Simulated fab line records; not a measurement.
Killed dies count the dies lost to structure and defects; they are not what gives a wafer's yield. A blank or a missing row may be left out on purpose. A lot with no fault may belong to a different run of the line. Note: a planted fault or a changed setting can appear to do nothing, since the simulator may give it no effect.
Struck lot and sound lot, side by side	flow n5-finfet	15 out of 1938 route steps
Sound: these wafers, L509.2, L509.4, L509.6. Struck: wafer L505.5. (L505.1, L505.6 of the same lot were not struck and are left out.) The cause comes at the end.
Each step with rows lists, per side, the tool, then ch with its chambers, then its first start. Under that, the readings that differ: sound wafers	struck wafers	difference of the means	sigmas: that difference in standard deviations of wafers without a fault.
alike: words and numbers the same on both sides, and readings whose means are apart by under 2 such deviations; not compared: readings that were withheld, readings missing a value for some wafer, numbers with overlapping values and no deviation given by the record, and bounds like >300 which may hide the same value.
A row with sigmas, a row that says differs or no value, or rows on one side alone: a step with any of these is where the two part. Numbers that have no deviation but don't overlap get no sigmas and don't part them. Lack of a reading on every wafer of one side parts them only where that side has two or more wafers.

N5_BEOL_M11_HM_DEP_02: deposits TiN, target thk 20 nm.
  sound on pvd-sputter-02 at day 14 02:41; struck on pvd-sputter-01 at day 13 13:02
  alike: throttle-valve-pct
then, 8 steps without rows for these wafers: N5_BEOL_M11_COAT_59 (time 60 s, resist thk 100 nm); N5_BEOL_M11_COAT_60 (time 60 s, resist thk 30 nm); N5_BEOL_M11_COAT_05 (resist thk 90 nm); N5_BEOL_M11_EBR_07; N5_BEOL_M11_SOFTBAKE_06 (time 60 s); N5_BEOL_M11_EXPOSE_08 (exposes mask M11); N5_BEOL_M11_PEB_09 (peb time 60 s); N5_BEOL_M11_DEVELOP_10 (develop time 30 s).
N5_BEOL_M11_CD_MEAS_11: target cd 64.1 nm.
  sound on cd-sem-01 ch 0, day 14 03:11; struck on cd-sem-01 ch 0, day 13 13:32
  alike: cd-nm
N5_BEOL_M11_OVL_MEAS_12:
  sound on overlay-02 ch 0, day 14 03:13; struck on overlay-01 ch 0, day 13 13:34
reading	sound	struck	difference	sigmas
M11_OVL (nm)	-1.3 -2.4 -1.7	1.2	+3.0	+4
N5_BEOL_M11_INSPECT_13: inspects for defects (brightfield).
  sound on defect-inspect-02 at day 14 03:14; struck on defect-inspect-01 at day 13 13:35
reading	sound	struck	difference	sigmas
raw-defect-count	572 561 546	355	-205	-2
N5_BEOL_M11_DESCUM_16: chemistry O2, time 7.9 s.
  sound on rie-diel-05 ch 1,2, day 14 03:16; struck on rie-diel-06 ch 3, day 13 13:37
  alike: drypump-motor-current-A, oes-product-au, rf-vpp-V, showerhead-plenum-p-Torr, throttle-valve-pct
  not compared: rf-hours-counter-h
N5_BEOL_M11_ETCH_61: etches SiARC in CF4, target depth 39 nm, time 65 s.
  sound on rie-diel-05 ch 1,2, day 14 03:18; struck on rie-diel-06 ch 3, day 13 13:39
  alike: drypump-motor-current-A, etch-rf-on-time-s, oes-product-au, rf-vpp-V, showerhead-plenum-p-Torr, throttle-valve-pct
  not compared: rf-hours-counter-h, model.CAR-ArF_of_BEOL_M11_COAT_05.thk-nm
N5_BEOL_M11_ETCH_62: etches SOC in N2/H2, target depth 110 nm, overetch 22 nm, time 165 s.
  sound on rie-diel-05 ch 1,2, day 14 03:21; struck on rie-diel-06 ch 3, day 13 13:42
  alike: drypump-motor-current-A, oes-product-au, rf-vpp-V, showerhead-plenum-p-Torr, throttle-valve-pct
  not compared: rf-hours-counter-h

## WHERE THEY PART
First at N5_BEOL_M11_OVL_MEAS_12; last, within this record, at N5_BEOL_M11_INSPECT_13. Later steps at which nothing parts them and some readings are alike: N5_BEOL_M11_DESCUM_16, N5_BEOL_M11_ETCH_61, N5_BEOL_M11_ETCH_62.

WHY: what the simulator had put in
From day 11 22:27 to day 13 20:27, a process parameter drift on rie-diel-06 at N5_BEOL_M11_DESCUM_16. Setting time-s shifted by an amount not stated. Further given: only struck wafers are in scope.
